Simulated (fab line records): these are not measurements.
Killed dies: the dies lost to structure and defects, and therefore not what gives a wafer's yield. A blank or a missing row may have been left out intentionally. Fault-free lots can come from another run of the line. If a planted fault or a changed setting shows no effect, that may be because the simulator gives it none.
Matching of chambers -- flow nand_harc -- NHARC_P_M1_PRE_CLEAN_32 on pecvd-03 has 3 sister chambers
The step time 12 s. 6 wafers are shown with their chamber, then 10 later ones without.

== WAFERS WITH THEIR CHAMBER ==
wafer,chamber,heater_power_w (W)
L082.2,2,685
L088.1,0,654
L088.5,0,672
L088.6,1,572
L091.1,2,665
L091.2,1,538

== WAFERS WHOSE CHAMBER IS MISSING ==
wafer,heater_power_w (W)
L091.5,602
L093.1,478
L093.3,698
L093.5,490
L094.3,613
L094.4,528
L094.5,598
L096.1,671
L096.2,585
L096.3,716

== THE CHAMBER EACH PASSED THROUGH ==
wafer,from the rows above,in truth
L091.5,can't be placed: 1 or 0 or 2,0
L093.1,1,1
L093.3,can't be placed: 2 or 0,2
L093.5,1,1
L094.3,can't be placed: 0 or 1 or 2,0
L094.4,1,1
L094.5,can't be placed: 1 or 0 or 2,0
L096.1,can't be placed: 2 or 0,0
L096.2,1,1
L096.3,can't be placed: 2 or 0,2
4 of 10 placed correctly. Cannot be placed on the basis of these rows: 6; the candidates contain the true chamber in 6. Wrongly placed: 0.
How it was worked out, from the rows above alone: a wafer's distance from a chamber is the root of the sum, over the readings, of the square of ((its reading less the chamber's mean) divided by the reading's scatter). If the next closest chamber is less than 2 further off than the closest, the wafer can't be placed; otherwise it belongs to the closest. Each chamber's mean is taken over the wafers shown for it. The scatter: the root of (the sum of the squares of (reading less its chamber's mean) over the shown wafers, divided by (wafers less chambers)).
